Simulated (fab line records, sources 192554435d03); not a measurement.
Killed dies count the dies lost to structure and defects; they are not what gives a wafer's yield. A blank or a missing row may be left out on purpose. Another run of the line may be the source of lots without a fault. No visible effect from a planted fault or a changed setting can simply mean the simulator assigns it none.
A struck lot beside a sound one    flow n5 finfet    19 steps out of a route of 1938
Sound: wafers L739.3, L739.5, L739.6. Struck: wafer L743.3. (L743.1 of the same lot was not struck and is left out.) The cause comes at the end.
Order at every step that has rows: each side's tool, ch and its chambers, its first start. Under that, the readings that differ: sound wafers    struck wafers    difference of the means    sigmas: that difference in standard deviations of wafers without a fault.
alike: words and numbers the same on both sides, and readings whose means are apart by under 2 such deviations; not compared: readings that were withheld, readings missing a value for some wafer, numbers with overlapping values and no deviation given by the record, and bounds like >300 which may hide the same value.
A row with sigmas, a row that says differs or no value, or rows on one side alone: a step with any of these is where the two part. Non-overlapping numbers with no deviation appear without sigmas and do not part them. Lack of a reading on every wafer of one side parts them only where that side has two or more wafers.

first, 2 steps without rows for these wafers: N5_BEOL_M12_ETCH_68 (etches SOC in N2/H2, time 285 s); N5_BEOL_M12_STRIP_69 (strips in N2/H2).
N5_BEOL_M12_TRENCH_ETCH_34: etches SiOC in C4F8/O2/Ar, target depth 318.95 nm, time 125.5 s.
  sound on rie diel-04 ch 0,1, day 12 00:56; struck on rie diel-03 ch 0, day 12 21:50
reading                sound           struck  difference  sigmas
oes product au (a.u.)  0.89 0.88 0.85  0.68    -0.19       -2
  alike: drypump motor current A, rf vpp V, showerhead plenum p Torr, throttle valve pct
  not compared: rf hours counter h
then, 1 step without rows for these wafers: N5_BEOL_M12_STRIP_70 (strips in C4F8/O2/Ar).
N5_BEOL_M12_OCD_MEAS_35:
  sound on ocd-01, day 12 01:05; struck on ocd-02, day 12 21:59
  alike: trench depth nm
N5_BEOL_M12_STRIP_37: strips in N2/H2.
  sound on plasma asher-01 ch 0,1, day 12 01:08; struck on plasma asher-01 ch 0, day 12 22:02
  alike: drypump motor current A, heater power w, oes product au, temp c
  not compared: rf hours counter h
then, 3 steps without rows for these wafers: N5_BEOL_M12_ETCH_38 (etches SiCN in CF4/N2, target depth 68.7 nm, time 73.4 s); N5_BEOL_M12_PRECLEAN_39 (cleans in residue remover, time 60 s); N5_BEOL_M12_SRD_40 (time 30 s, dry time 30 s).
N5_BEOL_M12_DEGAS_41: time 60 s.
  sound on pvd sputter-03, day 12 02:11; struck on pvd sputter-03, day 13 00:33
  alike: heater power w
then, 1 step without rows for these wafers: N5_BEOL_M12_PRE_CLEAN_42 (time 30 s).
N5_BEOL_M12_SPUTTER_43: material TaN, target thk 15 nm, time 24.19 s.
  sound on pvd sputter-03, day 12 02:16; struck on pvd sputter-03, day 13 00:38
  alike: throttle valve pct
N5_BEOL_M12_SPUTTER_44: material Ta, target thk 10 nm, time 16.13 s.
  sound on pvd sputter-03, day 12 02:20; struck on pvd sputter-03, day 13 00:43
reading                                      sound       struck  difference  sigmas
model.Ta_of_BEOL_M12_SPUTTER_44.thk nm (nm)  10 10.4 10  17.4    +7.3        
  alike: throttle valve pct
N5_BEOL_M12_SPUTTER_45: material Cu, target thk 80 nm, time 13.33 s.
  sound on pvd sputter-03, day 12 02:25; struck on pvd sputter-03, day 13 00:47
  alike: throttle valve pct
then, 2 steps without rows for these wafers: N5_BEOL_M12_ECD_47 (material Cu, target thk 720 nm); N5_BEOL_M12_ANNEAL_48 (time 90 s).
N5_BEOL_M12_CMP_49: polishes, stops on SiOC, t overpolish 20.6 s, target thk 320 nm.
  sound on cmp-03 ch 1,2, day 12 02:59; struck on cmp-03 ch 1, day 13 01:23
reading                       sound           struck  difference  sigmas
barrier field endpoint s (s)  29.8 30.9 30.3  37.4    +7.1        +8
  alike: motor current A
N5_BEOL_M12_THK_MEAS_50: measures by xrf.
  sound on film metro-02, day 12 03:16; struck on film metro-01, day 13 01:39
reading       sound        struck  difference  sigmas
M12_THK (nm)  321 320 323  302     -19         -3
then, 1 step without rows for these wafers: N5_PASSIVATION_PROBE_49.

WHERE THEY PART
Last at N5_BEOL_M12_THK_MEAS_50 as far as this record goes, first at N5_BEOL_M12_TRENCH_ETCH_34.

WHY: what the simulator had put in
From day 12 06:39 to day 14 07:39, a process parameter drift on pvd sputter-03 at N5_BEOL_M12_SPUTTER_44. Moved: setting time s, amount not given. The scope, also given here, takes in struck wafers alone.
